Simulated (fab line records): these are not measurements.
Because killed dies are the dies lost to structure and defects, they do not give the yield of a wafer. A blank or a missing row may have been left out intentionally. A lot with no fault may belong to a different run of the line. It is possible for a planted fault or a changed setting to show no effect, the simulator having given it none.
fab line records | flow n5_finfet
record: lots: 4 wafers: 12 last_day: 17
route steps=1938 shown BEOL_M7@1272 PASSIVATION@1936
lots that met no fault: taken from a fault-free run of the same line
start_h: start of the lot's first displayed wafer, in hours after the record's first day | wait_h: how many hours have passed since the lot's step before this one | " identical to the entry in the row above | L1.1+2: several wafers, shown together as one row | - no value present, or no start provided | * or withheld: withheld | < > ~ a bound
route shown NAME@n: a module of which the file shows steps, and the number in the route of the first | usual: mean/standard deviation taken from wafers without a fault | same: alike in all rows | chamber/n: place in a boat | sites: readings site by site | _std_site: standard deviation of those values | _edge_site: the outer-site mean with the inner-site mean subtracted | radius_mm: for every site, how far away it sits from the centre of the wafer | mask NAME#n: copy n | behind: the last tool/chamber to shape the wafer | hold: the reason the lot was held/the length of the hold in hours/how it ended | device: which transistor (n, p or np) failed to switch | end of line: the tests these same wafers got at the end of their route | where a step has no rows: the recipe by itself | killed: not the wafer's yield, but the dies lost to structure and defects at the first sort | map: dies across one wafer; x = killed, . = not, _ = none there
set.NAME: setting as actually run; set.NAME@STEP: the setting as run at that earlier step | model.NAME: the simulator's own value behind a step, which no gauge read
lots seen at some steps along the route; tables by step, rows by wafer
services: from which hour (start_h, from the record's first day; less than 0 if before it) a tool's chamber was out of use, for how many hours, and why
== steps ==
step: N5_BEOL_M7_SOFTBAKE_06
recipe: temp_c: 110 time_s: 60 resist: CAR-ArF
step: N5_BEOL_M7_EXPOSE_08
recipe: mask_id: M7 na: 1.35 source_shape: dipole sigma_inner: 0.817 sigma_outer: 0.97 polarization: te dose_mj: 68.25
step: N5_BEOL_M7_PEB_09
recipe: peb_temp_c: withheld peb_time_s: 60 resist: CAR-ArF
step: N5_BEOL_M7_DEVELOP_10
recipe: develop_time_s: 30 developer: TMAH resist: CAR-ArF rinse_liquid: diw dry: air_spin dev_temp_c: 23
step: N5_BEOL_M7_DESCUM_16
recipe: chemistry: O2 time_s: 7.9 source_power_w: 50 bias_power_w: 20 pressure_mtorr: 20 rf_frequency_hz: 2.712e+07 temp_c: 40 resist: CAR-ArF o2_flow_sccm: 225
step: N5_BEOL_M7_ETCH_61
recipe: chemistry: CF4 target: SiARC target_depth_a: 455 mask_material: CAR-ArF time_s: 75.8 ion_energy_ev: 80 pressure_mtorr: 40 source_w: 545 bias_w: 36 Ar_flow_sccm: 100 cf4_flow_sccm: 100 ends: cleared
step: N5_BEOL_M7_ETCH_62
recipe: chemistry: N2/H2 target: SOC target_depth_a: 1100 overetch_a: 220 mask_material: SiARC temp_c: 40 time_s: 165 ion_energy_ev: 200 pressure_mtorr: 30 source_w: 840 bias_w: 150 n2_flow_sccm: 200 h2_flow_sccm: 200
step: N5_BEOL_M7_STRIP_68
recipe: chemistry: N2/H2 temp_c: 40 n2_flow_sccm: 200 h2_flow_sccm: 200 rf_frequency_hz: 6e+07
step: N5_BEOL_M7_STRIP_67
recipe: chemistry: CF4 resist: SiARC power_w: 300 bias_power_w: 75 pressure_mtorr: 50 cf4_flow_sccm: 150 rf_frequency_hz: 6e+07
step: N5_BEOL_M7_HM_OPEN_17
recipe: chemistry: Cl2/BCl3 target_depth_a: 200 overetch_a: 60 target: TiN mask_material: SOC ion_energy_ev: 150 pressure_mtorr: 10 icp_w: 1000 bias_w: 126 Cl2_flow_sccm: 53.25 bcl3_flow_sccm: 21.75 Ar_flow_sccm: 25
usual: drypump_motor_current_A: 5.5/0.5 oes_product_au: 0.64/0.084 throttle_valve_pct: 22.12/0.21
columns lot.wafer tool chamber start_h wait_h drypump_motor_current_A oes_product_au rf_hours_counter_h throttle_valve_pct
L398.1 rie_metal-03 0 226.74 0.0 4.9 0.74 19 21.85
L398.2 " 1 " " 4.9 0.58 86 22.33
L398.6 " 1 " " 4.9 0.58 - 22.36
L405.1 rie_metal-03 0 288.26 0.0 4.9 0.71 24 21.89
L405.2 " 1 " " 4.9 0.56 92 22.37
L405.3 " 0 " " 4.9 0.71 - 21.86
L409.2 rie_metal-03 0 294.09 0.0 4.9 0.71 25 21.87
L409.3 " 1 " " 4.9 0.57 - 22.38
L409.5 " 1 " " 4.9 0.56 - 22.37
L414.3 rie_metal-02 0 327.52 0.1 5.3 0.85 - 22.23
L414.5 " 0 " " 5.3 0.84 - 22.24
L414.6 " 1 " " 5.7 0.70 - 22.06
step: N5_BEOL_M7_STRIP_19
recipe: chemistry: O2 power_w: 400 temp_c: 40 pressure_mtorr: 30 rf_frequency_hz: 6e+07 bias_power_w: 0 overash_fraction: 0.2 o2_flow_sccm: 225
step: N5_BEOL_M7_COAT_63
recipe: resist: SOC temp_c: 250 time_s: 60 spin_rpm: 1500 resist_thk_nm: 60
step: N5_BEOL_M7_COAT_64
recipe: resist: SiARC temp_c: 220 time_s: 60 spin_rpm: 1500 resist_thk_nm: 12
step: N5_BEOL_M7_COAT_71
recipe: resist: underlayer temp_c: 205 time_s: 60 spin_rpm: 1500 resist_thk_nm: 5
step: N5_BEOL_M7_COAT_22
recipe: resist: CAR-EUV spin_rpm: 1500 resist_thk_nm: 30
step: N5_BEOL_M7_EBR_24
recipe: solvent: PGMEA ebr_width_mm: 1.5
step: N5_BEOL_M7_SOFTBAKE_23
recipe: temp_c: 110 time_s: 60 resist: CAR-EUV
step: N5_BEOL_M7_EXPOSE_25
recipe: mask_id: V6 na: 0.33 source_shape: annular sigma_inner: 0.4 sigma_outer: 0.8 polarization: unpolarized target_cd_nm: 40 dose_mj: 42.5
step: N5_BEOL_M7_PEB_26
recipe: peb_temp_c: 100 peb_time_s: 60 resist: CAR-EUV
step: N5_BEOL_M7_DEVELOP_27
recipe: develop_time_s: 30 developer: TMAH resist: CAR-EUV rinse_liquid: surfactant_rinse dry: air_spin dev_temp_c: 23
step: N5_BEOL_M7_INSPECT_30
recipe: mode: adi inspect_instrument: brightfield
usual: raw_defect_count: 382/86
columns lot.wafer tool chamber start_h wait_h raw_defect_count
L398.1 defect_inspect-02 - 228.58 0.1 382
L398.2 " - " " 347
L398.6 " - " " 458
L405.1 defect_inspect-01 - 290.26 0.1 639
L405.2 " - " " 686
L405.3 " - " " 763
L409.2 defect_inspect-01 - 294.91 0.0 1200
L409.3 " - " " 995
L409.5 " - " " 923
L414.3 defect_inspect-01 - 330.37 0.1 462
L414.5 " - " " 314
L414.6 " - " " 411
step: N5_BEOL_M7_DESCUM_33
recipe: chemistry: O2 time_s: 7 source_power_w: 50 bias_power_w: 20 pressure_mtorr: 20 rf_frequency_hz: 2.712e+07 temp_c: 40 resist: CAR-EUV o2_flow_sccm: 225
step: N5_PASSIVATION_PROBE_49
usual: defect_limited_yield: 91.6/1.4 killed_at_M0_to_M3: 33/9.7 killed_at_M4_up: 13/5.4 killed_at_contacts: 13/6.6 killed_at_front_end: 36/11 killed_at_other: 3.9/3 killed_dies: 99/16 killed_on_rim: 13/3.8 killed_open: 66/12 killed_short: 32/7.9 sort_bin_5_function: 4.9/0.9 sort_bin_6_memory: 3.2/0.67 sort_n_pass: 1081/16 sort_yield_pct: 91.6/1.4
same: gross_dies: 1180 killed_at_back_side: 0 sort_bin_4_leakage[%]: 0 sort_bin_8_speed[%]: 0
columns lot.wafer tool chamber start_h wait_h defect_limited_yield[%] killed_at_M0_to_M3 killed_at_M4_up killed_at_contacts killed_at_front_end killed_at_other killed_dies killed_on_rim killed_open killed_short sort_bin_5_function[%] sort_bin_6_memory[%] sort_n_pass sort_yield_pct[%]
L409.2 prober-01 - 369.33 0.1 84.9 41 86 13 37 1 178 28 69 38 8.6 4.7 1002 84.9
L409.3 prober-01 - 369.38 0.1 87.1 27 54 21 48 2 152 28 75 33 7.2 4.2 1028 87.1
L409.5 prober-01 - 369.48 0.2 84.9 32 57 19 68 2 178 35 70 55 9.2 4.5 1002 84.9
L405.1 prober-02 - 370.30 0.0 86.3 34 92 19 14 3 162 19 53 27 8.0 3.9 1018 86.3
L405.2 prober-02 - 370.35 0.1 88.0 34 68 9 18 13 142 27 67 25 7.8 3.1 1038 88.0
L405.3 prober-02 - 370.40 0.1 85.3 35 95 21 21 1 173 30 68 25 9.9 3.4 1007 85.3
killed by level:class
L409.2 BEOL_M7:unspecified=71 FIN_SAQP:geometric_particle:short=14 BEOL_M0_SAQP:geometric_particle:open=11 FIN_SAQP:geometric_particle:open=9 MOL_CONTACT_COAG:geometric_particle:open=9 BEOL_M0_SAQP:geometric_particle:short=9 BEOL_M4:geometric_particle:open=9 STI_FIN_REVEAL:geometric_particle:open=6
L409.3 BEOL_M7:unspecified=44 MOL_CONTACT_COAG:geometric_particle:open=18 STI_FIN_REVEAL:geometric_particle:open=13 FIN_SAQP:geometric_particle:short=9 BEOL_M4:geometric_particle:open=9 GATE_CUT:geometric_particle:open=7 BEOL_M2:geometric_particle:open=6 BEOL_M0_SAQP:geometric_particle:open=6
L409.5 BEOL_M7:unspecified=52 FIN_SAQP:geometric_particle:short=26 MOL_CONTACT_COAG:geometric_particle:open=16 STI_FIN_REVEAL:geometric_particle:open=11 BEOL_M3:geometric_particle:open=7 FIN_SAQP:geometric_particle:open=6 BEOL_M0_SAQP:geometric_particle:short=6 STI_FIN_REVEAL:geometric_particle:short=6
L405.1 BEOL_M7:unspecified=79 BEOL_M0_SAQP:geometric_particle:open=15 MOL_CONTACT_COAG:geometric_particle:open=14 BEOL_M0_SAQP:geometric_particle:short=11 STI_FIN_REVEAL:geometric_particle:open=7 MOL_CONTACT_COAG:geometric_particle:short=5 BEOL_M4:geometric_particle:open=4 BEOL_M6:geometric_particle:open=3
L405.2 BEOL_M7:unspecified=48 BEOL_M3:geometric_particle:open=13 MOL_CONTACT_COAG:geometric_particle:open=9 BEOL_M0_SAQP:geometric_particle:short=8 BEOL_M4:geometric_particle:open=6 BEOL_M0_SAQP:geometric_particle:open=5 BEOL_M2:geometric_particle:open=5 BEOL_M8:geometric_particle:open=4
L405.3 BEOL_M7:unspecified=77 MOL_CONTACT_COAG:geometric_particle:open=15 BEOL_M3:geometric_particle:open=9 BEOL_M2:geometric_particle:open=7 BEOL_M4:geometric_particle:open=7 MOL_CONTACT_COAG:geometric_particle:short=6 BEOL_M0_SAQP:geometric_particle:short=6 BEOL_M0_SAQP:geometric_particle:open=5
map L405.3 (x killed, . not)
_________________...x........________________
______________...............x.._____________
___________.x.x...x.......x...x....__________
__________..x......................._________
________.................x..x........._______
_______......x.........x...............______
______x.......x................x..x....x_____
_____..................................x.____
____........x.................x....xx.....___
___...............x...x..x.....x...........__
___.......................................x__
__x............x........x............xxxxxxx_
__.............x.x........x...........xxxxxx_
_...............................x.x...xxxxxxx
_.....x.......x.....................xxxxxxxxx
_.x...................x...........x...xxxxxxx
_......x................x.x..x.......xxxxxxxx
_................x.....x.x.....x.xx.xxxxxxxxx
_..x...................x............xxxxxxxxx
_.....................................xxxxxxx
_.x..................x.................x.xxx.
__.....x..........x....x.x.....x....xx...xxx_
__x...x......................x..........x..x_
___.......x..x...........x.....x.......x..x__
___.x.................x............x.x.....__
____......x.x........x...x................___
_____.................x............x.x...____
______..x.............xx........x......._____
_______.................x..............______
________........x..............x......_______
__________.....................x...._________
___________...........x.......x....__________
______________x.........x...x..._____________
_________________.......x....________________
map L409.2 (x killed, . not)
_________________x...........________________
______________...x..........x..._____________
___________.......x.........xx...x.__________
__________......x.x................._________
________.............x...........x...._______
_______......................x..xxxx...______
______................x.......x........x_____
_____.......x....x..................x....____
____.................x.............x......___
___........xx...x.........................x__
___x......................................x__
__..x......................x.x.........x.xx._
__................x..x........x...x....xxxxx_
_x....x...x.x..................x......xx.xxxx
_.....................x...x...........xxxxxxx
_..............x..............x...x...xxxxxxx
_..............x......x....x........xxxxxxxxx
_..xx.......x...x..xx.x...xx...x.x..xxxxxxxxx
_x................x..................xxxxxxxx
_.....................x..x.............xxxxxx
_.................x.........x.x.x......x.xxxx
__.xx...............xx..............x.x.x.xx_
__..x...xxx.........x...x.......x..x..x....x_
___....x..x......x.........................__
___..x.....................................__
____..x.........................x.........___
_____.................x..................____
______..x...x..........x....x..........._____
_______............x.xx.....x....x.....______
________.x.x..................x......._______
__________..............xx.........._________
___________....................x...__________
______________.........x.....x.._____________
_________________.x..........________________
== services ==
columns tool chamber start_h hours kind
rie_metal-02 0 304.19 - clean
rie_metal-02 0 304.19 18.9 scheduled_down
rie_metal-02 0 304.19 18.9 vent_cycle
== key ==
first_sign: step: N5_BEOL_M7_INSPECT_30 reading: raw_defect_count direction: up sigmas: 5.7 usual: 382 struck: 868
effect: step: N5_PASSIVATION_PROBE_49 reading: killed_at_M4_up direction: up sigmas: 11 usual: 13 struck: 75
more_kills_born_at: N5_BEOL_M7_HM_OPEN_17@rie_metal-03: 371
met_at N5_BEOL_M7_HM_OPEN_17
struck_wafers L405.1,L405.2,L405.3,L409.2,L409.3,L409.5
onset_between 226.74 288.26
fault: kind: chamber_particle_source tool: rie_metal-03 chamber: - onset_h: 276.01 steps: N5_BEOL_M7_HM_OPEN_17 rate_per_visit_cm2: 0.59579 end_h: 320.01
